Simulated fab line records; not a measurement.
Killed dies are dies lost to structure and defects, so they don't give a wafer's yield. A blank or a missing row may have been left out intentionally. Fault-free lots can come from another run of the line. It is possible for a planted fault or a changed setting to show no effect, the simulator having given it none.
What tool caused it? / flow nand_harc / 12 lots, 36 wafers sampled, at 6 steps of a route of 1302

WHAT THE GAUGES SHOWED, per wafer
NHARC_P_STI_INSPECT_25. Usual: raw_defect_count at 210, with a standard deviation of 76.
lot=L587; measured=day 4 04:17; on=defect_inspect-01; raw_defect_count=173 207 205; flag=
lot=L589; measured=day 4 18:55; on=defect_inspect-01; raw_defect_count=134 207 168; flag=
lot=L590; measured=day 5 07:23; on=defect_inspect-02; raw_defect_count=183 201 236; flag=
lot=L591; measured=day 5 15:58; on=defect_inspect-01; raw_defect_count=260 380 364; flag=
lot=L592; measured=day 5 23:00; on=defect_inspect-02; raw_defect_count=220 206 186; flag=
lot=L593; measured=day 6 12:40; on=defect_inspect-01; raw_defect_count=227 220 74; flag=
lot=L600; measured=day 9 09:33; on=defect_inspect-01; raw_defect_count=172 168 91; flag=
lot=L602; measured=day 10 03:38; on=defect_inspect-01; raw_defect_count=300 161 280; flag=
lot=L606; measured=day 11 23:09; on=defect_inspect-01; raw_defect_count=270 221 290; flag=
lot=L607; measured=day 12 06:43; on=defect_inspect-01; raw_defect_count=181 220 258; flag=
lot=L608; measured=day 12 21:25; on=defect_inspect-01; raw_defect_count=115 283 227; flag=
lot=L610; measured=day 13 13:47; on=defect_inspect-01; raw_defect_count=343 175 209; flag=

NHARC_P_GATE_CD_MEAS_59: target cd 720 nm. Usual: cd_nm at 720.6 nm, with a standard deviation of 2.
lot=L587; measured=day 5 17:40; on=cd_sem-03; cd_nm (nm)=721.5 717.1 719.0; flag=
lot=L589; measured=day 6 07:08; on=cd_sem-03; cd_nm (nm)=722.0 719.5 718.7; flag=
lot=L590; measured=day 7 01:13; on=cd_sem-02; cd_nm (nm)=721.8 721.8 723.5; flag=
lot=L591; measured=day 7 06:12; on=cd_sem-02; cd_nm (nm)=723.7 720.6 722.6; flag=
lot=L592; measured=day 7 11:09; on=cd_sem-03; cd_nm (nm)=- - -; flag=OFF
lot=L593; measured=day 8 02:52; on=cd_sem-02; cd_nm (nm)=722.7 718.7 718.3; flag=
lot=L600; measured=day 11 00:05; on=cd_sem-03; cd_nm (nm)=716.9 721.1 720.9; flag=
lot=L602; measured=day 11 17:49; on=cd_sem-03; cd_nm (nm)=721.5 718.4 721.0; flag=
lot=L606; measured=day 13 14:09; on=cd_sem-03; cd_nm (nm)=724.4 720.1 723.2; flag=
lot=L607; measured=day 14 02:38; on=cd_sem-03; cd_nm (nm)=720.4 722.1 719.6; flag=
lot=L608; measured=day 14 18:56; on=cd_sem-02; cd_nm (nm)=717.5 720.8 721.8; flag=
lot=L610; measured=day 15 05:38; on=cd_sem-03; cd_nm (nm)=716.7 717.8 720.2; flag=

NHARC_END_SORT_01. Usual: killed_at_array 56, standard deviation 19; killed_at_other 1.0, standard deviation 1.3; killed_at_periphery 3.8, standard deviation 2.2; killed_dies 61, standard deviation 19; killed_open 3.1, standard deviation 1.9; killed_short 2.3, standard deviation 1.5.
lot=L592; measured=day 26 00:35; on=prober-01; killed_at_array=43 49 45; killed_at_other=0 4 0; killed_at_periphery=634 624 632; killed_dies=677 677 677; killed_open=3 3 1; killed_short=1 3 2; flag=OFF

WHICH TOOL RAN EACH LOT (tool, then ch and the chambers of the sampled wafers, then the start)
lot=L587; NHARC_P_GATE_ETCH_114=rie_diel-07 ch 0,2,3, day 5 17:30 or earlier; NHARC_P_GATE_EXPOSE_56=krf_scanner-02 ch 0, day 5 17:30; NHARC_P_GATE_STRIP_113=plasma_asher-02 ch 0,1, day 5 19:53
lot=L589; NHARC_P_GATE_ETCH_114=rie_diel-11 ch 0,1, day 6 06:59 or earlier; NHARC_P_GATE_EXPOSE_56=krf_scanner-03 ch 0, day 6 06:59; NHARC_P_GATE_STRIP_113=plasma_asher-02 ch 0, day 6 09:22
lot=L590; NHARC_P_GATE_ETCH_114=rie_diel-11 ch 0,1,3, day 7 01:04 or earlier; NHARC_P_GATE_EXPOSE_56=krf_scanner-03 ch 0, day 7 01:04; NHARC_P_GATE_STRIP_113=plasma_asher-01 ch 0,1, day 7 03:49
lot=L591; NHARC_P_GATE_ETCH_114=rie_diel-07 ch 1,3, day 7 06:03 or earlier; NHARC_P_GATE_EXPOSE_56=krf_scanner-03 ch 0, day 7 06:03; NHARC_P_GATE_STRIP_113=plasma_asher-01 ch 0,1, day 7 08:41
lot=L592; NHARC_P_GATE_ETCH_114=rie_diel-03 ch 0,2,3, day 7 10:59 or earlier; NHARC_P_GATE_EXPOSE_56=krf_scanner-03 ch 0, day 7 10:59; NHARC_P_GATE_STRIP_113=plasma_asher-01 ch 0, day 7 13:25
lot=L593; NHARC_P_GATE_ETCH_114=rie_diel-03 ch 0,2, day 8 02:42 or earlier; NHARC_P_GATE_EXPOSE_56=krf_scanner-02 ch 0, day 8 02:42; NHARC_P_GATE_STRIP_113=plasma_asher-02 ch 0,1, day 8 05:36
lot=L600; NHARC_P_GATE_ETCH_114=rie_diel-03 ch 0,1,2, day 10 23:56 or earlier; NHARC_P_GATE_EXPOSE_56=krf_scanner-02 ch 0, day 10 23:56; NHARC_P_GATE_STRIP_113=plasma_asher-01 ch 1, day 11 02:28
lot=L602; NHARC_P_GATE_ETCH_114=rie_diel-11 ch 1,3, day 11 17:40 or earlier; NHARC_P_GATE_EXPOSE_56=krf_scanner-03 ch 0, day 11 17:40; NHARC_P_GATE_STRIP_113=plasma_asher-01 ch 0,1, day 11 20:10
lot=L606; NHARC_P_GATE_ETCH_114=rie_diel-07 ch 0,1,3, day 13 14:00 or earlier; NHARC_P_GATE_EXPOSE_56=krf_scanner-02 ch 0, day 13 14:00; NHARC_P_GATE_STRIP_113=plasma_asher-02 ch 0,1, day 13 16:28
lot=L607; NHARC_P_GATE_ETCH_114=rie_diel-11 ch 0,1,2, day 14 02:29 or earlier; NHARC_P_GATE_EXPOSE_56=krf_scanner-03 ch 0, day 14 02:29; NHARC_P_GATE_STRIP_113=plasma_asher-02 ch 0,1, day 14 09:01
lot=L608; NHARC_P_GATE_ETCH_114=rie_diel-03 ch 0,1,3, day 14 18:46 or earlier; NHARC_P_GATE_EXPOSE_56=krf_scanner-01 ch 0, day 14 18:46; NHARC_P_GATE_STRIP_113=plasma_asher-01 ch 0,1, day 14 21:38
lot=L610; NHARC_P_GATE_ETCH_114=rie_diel-11 ch 0,1,3, day 15 05:28 or earlier; NHARC_P_GATE_EXPOSE_56=krf_scanner-02 ch 0, day 15 05:28; NHARC_P_GATE_STRIP_113=plasma_asher-02 ch 1, day 15 07:45
- NHARC_P_GATE_ETCH_114: etches the open film in CF4/O2, target depth 30 nm, overetch 3 nm, time 16.5 s.
- NHARC_P_GATE_EXPOSE_56: exposes mask P PSD, target cd 720 nm.
- NHARC_P_GATE_STRIP_113: strips in N2/H2, time 740 s.

WHAT THE TOOLS THEMSELVES READ (means of the sampled wafers that have a number; where no wafer has one, the mark that the record gives instead)
NHARC_P_GATE_ETCH_114. Usual: value, then standard deviation, for each; drypump_motor_current_A 5.9 A / 0.32; oes_ar_750_au 1.000 a.u. / 0.0046; oes_o_777_au 1.001 a.u. / 0.0047; oes_product_au 1.002 a.u. / 0.0095; rf_vpp_V 198.2 V / 1.4; showerhead_plenum_p_Torr 1.35 Torr / 0.048; throttle_valve_pct 13.396 % / 0.0091.
lot=L587; tool=rie_diel-07; drypump_motor_current_A (A)=6.0; oes_ar_750_au (a.u.)=0.997; oes_o_777_au (a.u.)=0.996; oes_product_au (a.u.)=0.998; rf_vpp_V (V)=197.7; showerhead_plenum_p_Torr (Torr)=1.33; throttle_valve_pct (%)=13.388; flag=
lot=L589; tool=rie_diel-11; drypump_motor_current_A (A)=5.6; oes_ar_750_au (a.u.)=0.998; oes_o_777_au (a.u.)=1.000; oes_product_au (a.u.)=1.011; rf_vpp_V (V)=197.0; showerhead_plenum_p_Torr (Torr)=1.32; throttle_valve_pct (%)=13.386; flag=
lot=L590; tool=rie_diel-11; drypump_motor_current_A (A)=5.6; oes_ar_750_au (a.u.)=1.001; oes_o_777_au (a.u.)=1.002; oes_product_au (a.u.)=1.014; rf_vpp_V (V)=197.8; showerhead_plenum_p_Torr (Torr)=1.36; throttle_valve_pct (%)=13.394; flag=
lot=L591; tool=rie_diel-07; drypump_motor_current_A (A)=5.9; oes_ar_750_au (a.u.)=1.001; oes_o_777_au (a.u.)=0.997; oes_product_au (a.u.)=1.003; rf_vpp_V (V)=197.2; showerhead_plenum_p_Torr (Torr)=1.30; throttle_valve_pct (%)=13.395; flag=
lot=L592; tool=rie_diel-03; drypump_motor_current_A (A)=5.9; oes_ar_750_au (a.u.)=0.996; oes_o_777_au (a.u.)=1.002; oes_product_au (a.u.)=0.996; rf_vpp_V (V)=197.7; showerhead_plenum_p_Torr (Torr)=1.36; throttle_valve_pct (%)=13.389; flag=
lot=L593; tool=rie_diel-03; drypump_motor_current_A (A)=5.8; oes_ar_750_au (a.u.)=0.998; oes_o_777_au (a.u.)=0.999; oes_product_au (a.u.)=1.008; rf_vpp_V (V)=198.1; showerhead_plenum_p_Torr (Torr)=1.32; throttle_valve_pct (%)=13.390; flag=
lot=L600; tool=rie_diel-03; drypump_motor_current_A (A)=5.8; oes_ar_750_au (a.u.)=1.009; oes_o_777_au (a.u.)=0.999; oes_product_au (a.u.)=1.001; rf_vpp_V (V)=198.1; showerhead_plenum_p_Torr (Torr)=1.34; throttle_valve_pct (%)=13.403; flag=
lot=L602; tool=rie_diel-11; drypump_motor_current_A (A)=5.9; oes_ar_750_au (a.u.)=1.004; oes_o_777_au (a.u.)=1.001; oes_product_au (a.u.)=1.012; rf_vpp_V (V)=198.6; showerhead_plenum_p_Torr (Torr)=1.35; throttle_valve_pct (%)=13.391; flag=
lot=L606; tool=rie_diel-07; drypump_motor_current_A (A)=6.0; oes_ar_750_au (a.u.)=0.997; oes_o_777_au (a.u.)=1.000; oes_product_au (a.u.)=1.001; rf_vpp_V (V)=196.9; showerhead_plenum_p_Torr (Torr)=1.30; throttle_valve_pct (%)=13.398; flag=
lot=L607; tool=rie_diel-11; drypump_motor_current_A (A)=6.0; oes_ar_750_au (a.u.)=0.999; oes_o_777_au (a.u.)=1.001; oes_product_au (a.u.)=1.002; rf_vpp_V (V)=198.8; showerhead_plenum_p_Torr (Torr)=1.35; throttle_valve_pct (%)=13.396; flag=
lot=L608; tool=rie_diel-03; drypump_motor_current_A (A)=5.8; oes_ar_750_au (a.u.)=0.997; oes_o_777_au (a.u.)=1.005; oes_product_au (a.u.)=1.011; rf_vpp_V (V)=198.1; showerhead_plenum_p_Torr (Torr)=1.35; throttle_valve_pct (%)=13.399; flag=
lot=L610; tool=rie_diel-11; drypump_motor_current_A (A)=5.7; oes_ar_750_au (a.u.)=0.998; oes_o_777_au (a.u.)=1.000; oes_product_au (a.u.)=1.003; rf_vpp_V (V)=198.6; showerhead_plenum_p_Torr (Torr)=1.36; throttle_valve_pct (%)=13.397; flag=

NHARC_P_GATE_STRIP_113. Usual: drypump_motor_current_A 6.0 A, standard deviation 0.42; heater_power_w 83 W, standard deviation 3.5; temp_c 110.00 C, standard deviation 0.14.
lot=L587; tool=plasma_asher-02; drypump_motor_current_A (A)=6.2; heater_power_w (W)=80; temp_c (C)=110.03; flag=
lot=L589; tool=plasma_asher-02; drypump_motor_current_A (A)=6.0; heater_power_w (W)=78; temp_c (C)=110.18; flag=
lot=L590; tool=plasma_asher-01; drypump_motor_current_A (A)=5.5; heater_power_w (W)=81; temp_c (C)=109.96; flag=
lot=L591; tool=plasma_asher-01; drypump_motor_current_A (A)=5.5; heater_power_w (W)=83; temp_c (C)=110.02; flag=
lot=L592; tool=plasma_asher-01; drypump_motor_current_A (A)=5.4; heater_power_w (W)=84; temp_c (C)=109.94; flag=
lot=L593; tool=plasma_asher-02; drypump_motor_current_A (A)=6.3; heater_power_w (W)=83; temp_c (C)=109.86; flag=
lot=L600; tool=plasma_asher-01; drypump_motor_current_A (A)=5.5; heater_power_w (W)=83; temp_c (C)=110.13; flag=
lot=L602; tool=plasma_asher-01; drypump_motor_current_A (A)=5.5; heater_power_w (W)=85; temp_c (C)=109.81; flag=
lot=L606; tool=plasma_asher-02; drypump_motor_current_A (A)=6.3; heater_power_w (W)=84; temp_c (C)=110.11; flag=
lot=L607; tool=plasma_asher-02; drypump_motor_current_A (A)=6.2; heater_power_w (W)=83; temp_c (C)=110.01; flag=
lot=L608; tool=plasma_asher-01; drypump_motor_current_A (A)=5.5; heater_power_w (W)=84; temp_c (C)=110.03; flag=
lot=L610; tool=plasma_asher-02; drypump_motor_current_A (A)=6.5; heater_power_w (W)=87; temp_c (C)=109.93; flag=

THE ANSWER, worked out from the rows above alone
Rule: a lot is off if the mean of its wafers that have a number lies more than 3 standard deviations from the usual mean. A lot without any number at a reading at which 4 lots or more have one is off too. The other lots that the step has rows for count as sound. First the gauges in route order, then the tools' own readings, where a lot's mean is used as printed above. At the first step where some lot is off, the reading lying furthest off is the one used; lots without a number count as furthest.
Off: L592, at NHARC_P_GATE_CD_MEAS_59 (cd_nm). Without a number there: L592.
A tool fits if, at a process step before that reading, it ran every lot that is off, and no sound lot after the first of them. Not tried: the gauges at NHARC_P_GATE_CD_MEAS_59; whatever is off there is also off at NHARC_END_SORT_01, on other tools, and gauge error can't account for it. NHARC_P_GATE_ETCH_114: start missing for some lots; hours and lot order therefore follow NHARC_P_GATE_EXPOSE_56. No candidate that was tried fits.

WHAT THE SIMULATOR HAD PUT IN
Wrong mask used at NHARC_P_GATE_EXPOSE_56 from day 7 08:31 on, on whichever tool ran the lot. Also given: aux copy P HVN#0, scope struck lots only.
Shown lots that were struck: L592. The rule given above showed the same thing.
